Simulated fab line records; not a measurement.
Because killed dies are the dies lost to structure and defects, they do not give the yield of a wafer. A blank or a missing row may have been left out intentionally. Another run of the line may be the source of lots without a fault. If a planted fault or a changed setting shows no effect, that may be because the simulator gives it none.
Comparing a struck lot with a sound one + flow n5 finfet + 16 steps out of a route of 1938
Sound: the wafers L279.1, L279.2, L279.5. Struck: wafer L284.3. (L284.5 of the same lot was not struck and is left out.) The cause comes at the end.
Order at every step that has rows: each side's tool, ch and its chambers, its first start. Under that, the readings that differ: sound wafers + struck wafers + difference of the means + sigmas: that difference in standard deviations of wafers without a fault.
alike: readings whose means differ by less than 2 such deviations, and words and numbers that are the same on both sides. not compared: withheld readings, readings that some wafer has no value for, bounds like >300 that may hide the same value, and numbers for which the record gives no deviation and whose values overlap.
The two part at a step that has a row with sigmas, a row that says differs or no value, or rows on one side only. Numbers that have no deviation but don't overlap get no sigmas and don't part them. A reading missing from all wafers of one side parts the sides only when that side holds two or more wafers.

first, 1 step without rows for these wafers: N5_HKMG_FIN_STRIP_33 (strips in N2/H2).
N5_HKMG_FIN_STRIP_34: strips in CF4.
  sound on rie diel-02 ch 0,1,2, day 4 01:47; struck on rie diel-01 ch 0, day 5 10:17
  alike: drypump motor current A, oes product au, power w, rf vpp V, showerhead plenum p Torr, throttle valve pct
  not compared: rf fwd power W, rf hours counter h
then, 1 step without rows for these wafers: N5_HKMG_FIN_ETCH_35 (etches SOC in N2/H2, target depth 215.8 nm, time 243.4 s).
N5_HKMG_FIN_STRIP_92: strips SOC in N2/H2, time 20 s.
  sound on rie diel-02 ch 0,1,2, day 4 01:58; struck on rie diel-01 ch 0, day 5 10:27
  alike: drypump motor current A, oes product au, power w, rf fwd power W, rf vpp V, showerhead plenum p Torr, throttle valve pct
  not compared: rf hours counter h
then, 4 steps without rows for these wafers: N5_HKMG_FIN_WET_ETCH_18 (etches TiN in SC1, time 55 s, target depth 5.2 nm, rinse time 30 s); N5_HKMG_FIN_STRIP_19 (strips in N2/H2, time 360 s); N5_HKMG_FIN_ALD_91 (deposits TiN, target thk 1 nm, pulse time 1 s, purge time 3 s); N5_HKMG_FIN_COAT_85 (time 60 s, resist thk 300 nm).
N5_HKMG_FIN_ETCH_86: etches SOC in N2/H2, stops on TiN, target depth 393.2 nm.
  sound on rie diel-02 ch 1,2, day 4 02:51; struck on rie diel-01 ch 3, day 5 11:25
  alike: drypump motor current A, oes product au, rf fwd power W, rf vpp V, showerhead plenum p Torr, throttle valve pct
  not compared: rf hours counter h
N5_HKMG_FIN_STRIP_89: strips SOC in N2/H2, time 20 s.
  sound on rie diel-02 ch 1,2, day 4 02:55; struck on rie diel-01 ch 3, day 5 11:29
  alike: drypump motor current A, oes product au, power w, rf fwd power W, rf vpp V, showerhead plenum p Torr, throttle valve pct
  not compared: rf hours counter h
then, 2 steps without rows for these wafers: N5_HKMG_FIN_WET_ETCH_87 (etches TiN in SC1, time 154.2 s, target depth 4.7 nm, rinse time 30 s); N5_HKMG_FIN_STRIP_88 (strips in N2/H2, time 360 s).
N5_HKMG_FIN_NWFM_ALD_20: deposits TiAlC, target thk 2 nm, pulse time 3 s, purge time 2 s.
  sound on ald metal-01 ch 0,1,2, day 4 03:33; struck on ald metal-02 ch 1, day 5 12:09
| reading                      | sound    | struck | difference | sigmas |
|------------------------------|----------|--------|------------|--------|
| co reactant pulse time s (s) | 10 10 10 | 9.3052 | -0.6948    |        |
  alike: heater power w, precursor pulse height rel
N5_HKMG_FIN_ALD_71: deposits TiN, target thk 1 nm, pulse time 1 s, purge time 3 s.
  sound on ald metal-01 ch 0,1,2, day 4 03:39; struck on ald metal-02 ch 1, day 5 12:15
  alike: heater power w, precursor pulse height rel
  not compared: co reactant pulse time s
-- a jump in the record: the struck wafers' starts before and after are 4 days apart (it breaks off in module HKMG_FIN and resumes in module BEOL_M4, where the first step shown is number 1111 of the route) --
N5_BEOL_M4_RC_MEAS_101:
  sound on prober-01 ch 0, day 8 12:03; struck on prober-02 ch 0, day 9 23:34
  alike: DIBL_N, DIBL_P, IOFF_N, IOFF_P, ION_N, ION_P, SS_N, SS_P, VT_N, VT_P
-- the record jumps here: 5 days lie between the struck wafers' starts before and after (it left off in module BEOL_M4 and takes up again in module PASSIVATION, whose first step shown is number 1936 of the route) --
N5_PASSIVATION_PROBE_49:
  only the struck wafers here have rows in the record (prober-02, day 14 14:35); the sound ones have none

## WHERE THEY PART
Within this record, at N5_PASSIVATION_PROBE_49 only.

WHY: what had been put in by the simulator
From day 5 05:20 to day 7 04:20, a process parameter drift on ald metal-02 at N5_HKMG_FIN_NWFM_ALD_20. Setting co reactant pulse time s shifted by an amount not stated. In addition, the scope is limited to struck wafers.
